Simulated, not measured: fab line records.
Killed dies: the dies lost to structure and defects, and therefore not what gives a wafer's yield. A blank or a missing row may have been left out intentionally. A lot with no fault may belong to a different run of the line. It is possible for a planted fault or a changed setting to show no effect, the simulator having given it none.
A struck lot beside a sound one | flow nand_harc | 41 out of 1302 route steps
Sound: wafers L501.3, L501.4, L501.5. Struck: wafers L504.4, L504.5. (L504.2 of the same lot was not struck and is left out.) The cause comes at the end.
For every step that has rows: the tool of each side, followed by ch and its chambers, followed by its first start. Under that, the readings that differ: sound wafers | struck wafers | difference of the means | sigmas: that difference in standard deviations of wafers without a fault.
alike: readings whose means differ by less than 2 such deviations, and words and numbers that are the same on both sides. not compared: withheld readings, readings that some wafer has no value for, bounds like >300 that may hide the same value, and numbers for which the record gives no deviation and whose values overlap.
A row with sigmas, a row that says differs or no value, or rows on one side alone: a step with any of these is where the two part. When numbers do not overlap yet have no deviation, they are printed without sigmas and do not part them. Lack of a reading on every wafer of one side parts them only where that side has two or more wafers.

NHARC_P_M0_CD_MEAS_09: the cd target is 90 nm.
  sound on cd_sem-01 ch 0, day 7 01:19; struck on cd_sem-03 ch 0, day 8 04:10
  reading    | sound          | struck    | difference | sigmas
  cd_nm (nm) | 88.4 88.7 88.5 | 90.3 90.8 | +2.0       | +3
NHARC_P_M0_OVL_MEAS_10: pitch 180 nm.
  sound: overlay-01 at day 7 01:24; struck: overlay-02 at day 8 04:15
  alike: overlay_x_nm, overlay_y_nm
NHARC_P_M0_INSPECT_11:
  sound: defect_inspect-02 at day 7 01:26; struck: defect_inspect-02 at day 8 04:17
  alike: raw_defect_count
then, 1 step without rows for these wafers: NHARC_P_M0_DESCUM_14 (chemistry O2, time 3 s).
NHARC_P_M0_ETCH_34: etches the open film in N2/H2, target depth 40 nm, overetch 12 nm, time 43.94 s.
  sound on rie_diel-07 ch 0,1,2, day 7 01:35; struck on rie_diel-07 ch 0, day 8 04:26
  alike: drypump_motor_current_A, oes_product_au, rf_vpp_V, showerhead_plenum_p_Torr, throttle_valve_pct
  not compared: rf_hours_counter_h
then, 1 step without rows for these wafers: NHARC_P_M0_ETCH_15 (etches the open film in C4F8/Ar, target depth 150 nm, overetch 15 nm, time 82.5 s).
NHARC_P_M0_CD_MEAS_16:
  sound: cd_sem-03 at day 7 01:48; struck: cd_sem-01 at day 8 04:39
  reading    | sound          | struck    | difference | sigmas
  cd_nm (nm) | 88.7 89.2 88.9 | 91.0 91.4 | +2.3       | +3
then, 3 steps without rows for these wafers: NHARC_P_M0_STRIP_18 (strips in N2/H2); NHARC_P_M0_STRIP_19 (strips in post etch residue remover, time 600 s); NHARC_P_M0_DEGAS_28 (time 60 s).
NHARC_P_M0_PRE_CLEAN_29: time 30 s.
  sound on pvd_sputter-02; struck on pvd_sputter-02
  alike: heater_power_w, susceptor_temp_C
NHARC_P_M0_PVD_20: deposits TaN, target thk 5 nm, time 8.06 s.
  sound on pvd_sputter-02; struck on pvd_sputter-02
  alike: throttle_valve_pct
NHARC_P_M0_PVD_21: deposits Cu, target thk 30 nm, time 20.49 s.
  sound: pvd_sputter-02 at day 7 02:40; struck: pvd_sputter-02 at day 8 05:31
  alike: throttle_valve_pct
then, 1 step without rows for these wafers: NHARC_P_M0_ECD_22 (material Cu, target thk 400 nm).
NHARC_P_M0_ANNEAL_30: time 90 s.
  sound on rtp_anneal-01 ch 0, day 7 03:15; struck on rtp_anneal-01 ch 0, day 8 06:07
  alike: wafer_temp_C_max
then, 2 steps without rows for these wafers: NHARC_P_M0_CMP_23 (polishes, t overpolish 20 s, target thk 117.54 nm); NHARC_P_M0_SRD_25.
NHARC_P_M0_INSPECT_27:
  sound: defect_inspect-01 at day 7 03:58; struck: defect_inspect-02 at day 8 06:53
  alike: raw_defect_count
then, 12 steps without rows for these wafers: NHARC_P_M0_PRE_CLEAN_31 (time 12 s); NHARC_P_M0_DEP_32 (deposits SiCN, target thk 30 nm); NHARC_P_M1_DEP_00 (deposits SiOC, target thk 182.5 nm); NHARC_P_M1_DEHYDRATE_01 (time 120 s); NHARC_P_M1_HMDS_02 (time 30 s); NHARC_P_M1_COAT_34 (time 65 s); NHARC_P_M1_COAT_03 (resist thk 90 nm); NHARC_P_M1_SOFTBAKE_04 (time 55 s); NHARC_P_M1_EBR_05; NHARC_P_M1_EXPOSE_06 (exposes mask P M1, target cd 130 nm); NHARC_P_M1_PEB_07 (peb time 65 s); NHARC_P_M1_DEVELOP_08 (develop time 35 s).
NHARC_P_M1_CD_MEAS_09: the cd target is 130 nm.
  the record has rows for the sound wafers here (cd_sem-03 ch 0, day 7 05:14) and none for the struck ones
NHARC_P_M1_OVL_MEAS_10: pitch 260 nm.
  the record has rows for the sound wafers here (overlay-02, day 7 05:19) and none for the struck ones
NHARC_P_M1_INSPECT_11:
  the record has rows for the sound wafers here (defect_inspect-02, day 7 05:21) and none for the struck ones
NHARC_P_M1_DESCUM_14: chemistry O2, time 3 s.
  the record has rows for the sound wafers here (rie_diel-02 ch 0,2,3, day 7 05:25) and none for the struck ones
then, 2 steps without rows for these wafers: NHARC_P_M1_ETCH_35 (etches the open film in N2/H2, target depth 40 nm, overetch 12 nm, time 43.94 s); NHARC_P_M1_ETCH_15 (etches the open film in C4F8/Ar, target depth 182.5 nm, time 91.2 s).
NHARC_P_M1_CD_MEAS_16:
  the record has rows for the sound wafers here (cd_sem-01, day 7 05:44) and none for the struck ones
then, 3 steps without rows for these wafers: NHARC_P_M1_STRIP_18 (strips in N2/H2); NHARC_P_M1_ETCH_28 (etches the open film in CF4/N2, target depth 30 nm, time 72.99 s); NHARC_P_M1_STRIP_19 (strips in post etch residue remover, time 600 s).
-- break in the record here, with 18 days between the starts of the struck wafers on either side (left off in module P_M1, picked up again in module END, where the first step shown is number 1302 on the route) --
NHARC_END_SORT_01:
  the record has rows for the struck wafers here (prober-02 ch 0, day 26 03:43) and none for the sound ones

## WHERE THEY PART
First at NHARC_P_M0_CD_MEAS_09; last, within this record, at NHARC_END_SORT_01.

WHY: what the simulator had put in
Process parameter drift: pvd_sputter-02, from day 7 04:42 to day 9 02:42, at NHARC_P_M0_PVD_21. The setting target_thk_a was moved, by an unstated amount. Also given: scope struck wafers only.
